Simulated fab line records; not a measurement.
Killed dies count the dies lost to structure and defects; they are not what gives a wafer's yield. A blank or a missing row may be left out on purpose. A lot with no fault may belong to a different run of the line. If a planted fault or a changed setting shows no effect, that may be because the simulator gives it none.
Matching of chambers -- flow nand_harc -- NHARC_P_M1_CMP_23 on cmp-01: 4 sister chambers
The step polishes, t overpolish 20 s, target thk 157.82 nm. 14 wafers are shown with their chamber, then 7 later ones without.

WAFERS PAIRED WITH THEIR CHAMBERS
wafer,chamber,motor_current_A (A),time_to_endpoint_s (s)
L472.3,1,13.6,30.6
L472.5,3,14.4,34.6
L472.6,0,13.2,32.7
L481.1,1,13.4,26.0
L481.2,0,12.9,29.6
L481.3,2,10.1,26.2
L488.2,3,15.0,27.0
L488.5,2,9.8,24.9
L488.6,3,14.8,27.8
L491.1,1,13.6,29.4
L491.4,0,13.1,33.5
L491.6,3,15.6,31.4
L493.2,0,12.8,27.1
L493.5,3,15.3,29.3

SIGNATURES (averages over the wafers above)
reading,chamber 0,chamber 1,chamber 2,chamber 3,scatter within a chamber
motor_current_A,13.000,13.533,9.950,15.020,0.319
time_to_endpoint_s,30.725,28.667,25.550,30.020,2.75
Rule: a wafer's distance from a chamber is the root of the sum, over the readings, of the square of ((its reading less the chamber's mean) divided by the reading's scatter). If the next closest chamber is less than 2 further off than the closest, the wafer can't be placed; otherwise it belongs to the closest. How the scatter is found: for the shown wafers, subtract from each reading the mean of its chamber, square and add these, divide the total by (wafers less chambers), then take the root.

WAFERS WITH NO CHAMBER GIVEN
wafer,motor_current_A (A),time_to_endpoint_s (s)
L493.6,10.2,26.5
L494.1,9.9,30.2
L494.3,13.1,31.5
L494.4,14.1,30.0
L495.1,13.5,28.8
L495.2,12.2,31.9
L495.5,14.4,32.7

WHICH CHAMBER EACH ONE RAN IN
wafer,from the rows above,in truth
L493.6,2,2
L494.1,2,2
L494.3,can't be placed: 0 or 1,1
L494.4,can't be placed: 1 or 3 or 0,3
L495.1,can't be placed: 1 or 0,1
L495.2,can't be placed: 0 or 1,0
L495.5,can't be placed: 3 or 1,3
2 of 7 placed correctly. Unplaceable from these rows: 5, with the true chamber sitting among the candidates in 5. Number placed wrongly: 0.
